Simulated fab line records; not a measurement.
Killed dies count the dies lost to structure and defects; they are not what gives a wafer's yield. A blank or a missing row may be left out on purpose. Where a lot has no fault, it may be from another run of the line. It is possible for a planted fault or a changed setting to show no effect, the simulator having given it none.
Matching of chambers / flow nandHarc / 3 sister chambers for NHARC_A_CHANNEL_FILL_D2_ALD_25 on aldHk-03
The step deposits SiOx, target thk 60 nm, pulse time 10 s, ald cycles 600. 18 wafers are shown with their chamber, then 6 later ones without.

== EACH WAFER AND ITS CHAMBER ==
wafer=L074.2; chamber=1; heaterPowerW (W)=498; precursorPulseHeightRel=1.003
wafer=L074.5; chamber=2; heaterPowerW (W)=454; precursorPulseHeightRel=1.032
wafer=L074.6; chamber=3; heaterPowerW (W)=379; precursorPulseHeightRel=1.016
wafer=L076.4; chamber=3; heaterPowerW (W)=387; precursorPulseHeightRel=1.017
wafer=L076.3; chamber=1; heaterPowerW (W)=500; precursorPulseHeightRel=1.061
wafer=L076.6; chamber=2; heaterPowerW (W)=459; precursorPulseHeightRel=1.004
wafer=L079.2; chamber=1; heaterPowerW (W)=497; precursorPulseHeightRel=1.003
wafer=L079.5; chamber=3; heaterPowerW (W)=380; precursorPulseHeightRel=1.030
wafer=L079.6; chamber=2; heaterPowerW (W)=453; precursorPulseHeightRel=0.980
wafer=L081.2; chamber=1; heaterPowerW (W)=520; precursorPulseHeightRel=1.037
wafer=L081.3; chamber=2; heaterPowerW (W)=474; precursorPulseHeightRel=0.991
wafer=L081.5; chamber=1; heaterPowerW (W)=501; precursorPulseHeightRel=1.003
wafer=L084.1; chamber=2; heaterPowerW (W)=484; precursorPulseHeightRel=0.974
wafer=L084.3; chamber=3; heaterPowerW (W)=370; precursorPulseHeightRel=0.988
wafer=L084.5; chamber=1; heaterPowerW (W)=521; precursorPulseHeightRel=1.016
wafer=L087.2; chamber=3; heaterPowerW (W)=374; precursorPulseHeightRel=1.032
wafer=L087.4; chamber=2; heaterPowerW (W)=476; precursorPulseHeightRel=0.971
wafer=L087.6; chamber=3; heaterPowerW (W)=379; precursorPulseHeightRel=0.992

SIGNATURES (means of the wafers above)
reading=heaterPowerW; chamber 1=506.17; chamber 2=466.67; chamber 3=378.17; scatter within a chamber=10.5
reading=precursorPulseHeightRel; chamber 1=1.02050; chamber 2=0.99200; chamber 3=1.01250; scatter within a chamber=0.022
Rule: for a wafer and a chamber, the distance is found by dividing, reading by reading, the gap between the wafer's reading and the chamber's mean by the reading's scatter, squaring, summing and taking the root. If the next closest chamber is less than 2 further off than the closest, the wafer can't be placed; otherwise it belongs to the closest. The scatter: the root of (the sum of the squares of (reading less its chamber's mean) over the shown wafers, divided by (wafers less chambers)).

== WAFERS WITH NO CHAMBER GIVEN ==
wafer=L090.1; heaterPowerW (W)=475; precursorPulseHeightRel=1.001
wafer=L090.4; heaterPowerW (W)=379; precursorPulseHeightRel=1.016
wafer=L093.3; heaterPowerW (W)=379; precursorPulseHeightRel=0.965
wafer=L096.3; heaterPowerW (W)=378; precursorPulseHeightRel=0.991
wafer=L096.4; heaterPowerW (W)=522; precursorPulseHeightRel=1.008
wafer=L096.5; heaterPowerW (W)=492; precursorPulseHeightRel=0.978

== THE CHAMBER EACH PASSED THROUGH ==
wafer=L090.1; from the rows above=2; in truth=2
wafer=L090.4; from the rows above=3; in truth=3
wafer=L093.3; from the rows above=3; in truth=3
wafer=L096.3; from the rows above=3; in truth=3
wafer=L096.4; from the rows above=1; in truth=1
wafer=L096.5; from the rows above=can't be placed: 1 or 2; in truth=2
5 of 6 placed correctly. Cannot be placed on the basis of these rows: 1; the candidates contain the true chamber in 1. Wrongly placed: 0.
